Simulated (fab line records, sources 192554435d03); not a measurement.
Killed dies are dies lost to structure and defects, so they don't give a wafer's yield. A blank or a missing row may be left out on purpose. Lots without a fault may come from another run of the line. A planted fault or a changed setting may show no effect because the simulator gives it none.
Chamber matching | flow n5_finfet | N5_BEOL_M3_CO_CAP_55 on cvd_co-02: 3 sister chambers
The step material Co, precursor CCTBA/H2, target thk 2 nm, time 102.1 s. 27 wafers are shown with their chamber, then 12 later ones without.

WAFERS WITH THEIR CHAMBER
wafer  | chamber | heater_power_w (W)
L074.1 | 1       | 303
L074.4 | 0       | 237
L074.5 | 2       | 196
L076.2 | 2       | 197
L076.3 | 0       | 236
L076.4 | 2       | 197
L077.1 | 0       | 231
L077.2 | 2       | 197
L077.4 | 2       | 204
L078.1 | 2       | 200
L078.4 | 0       | 237
L078.6 | 1       | 306
L080.3 | 2       | 196
L080.4 | 1       | 310
L080.5 | 2       | 201
L083.2 | 1       | 311
L083.5 | 1       | 306
L083.6 | 2       | 202
L085.2 | 1       | 307
L085.5 | 2       | 196
L085.6 | 1       | 307
L086.1 | 2       | 197
L086.3 | 1       | 300
L086.5 | 0       | 235
L090.2 | 2       | 205
L090.3 | 1       | 304
L090.5 | 2       | 196

SIGNATURES (means of the wafers above)
reading        | chamber 0 | chamber 1 | chamber 2 | scatter within a chamber
heater_power_w | 235.20    | 306.00    | 198.77    | 3.18
Rule: a wafer's distance from a chamber is the root of the sum, over the readings, of the square of ((its reading less the chamber's mean) divided by the reading's scatter). The wafer belongs to the nearest chamber; if the next one is less than 2 further off, it can't be placed. The scatter: the root of (the sum of the squares of (reading less its chamber's mean) over the shown wafers, divided by (wafers less chambers)).

WAFERS WITHOUT THEIR CHAMBER
wafer  | heater_power_w (W)
L088.1 | 299
L088.3 | 237
L088.4 | 228
L094.1 | 302
L094.5 | 234
L094.6 | 315
L095.2 | 201
L095.3 | 313
L095.4 | 298
L097.3 | 237
L097.5 | 233
L097.6 | 294

WHICH CHAMBER EACH WENT THROUGH
wafer  | from the rows above | in truth
L088.1 | 1                   | 1
L088.3 | 0                   | 0
L088.4 | 0                   | 0
L094.1 | 1                   | 1
L094.5 | 0                   | 0
L094.6 | 1                   | 1
L095.2 | 2                   | 2
L095.3 | 1                   | 1
L095.4 | 1                   | 1
L097.3 | 0                   | 0
L097.5 | 0                   | 0
L097.6 | 1                   | 1
Placed correctly: 12 of 12. Can't be placed from these rows: 0. Placed wrongly: 0.
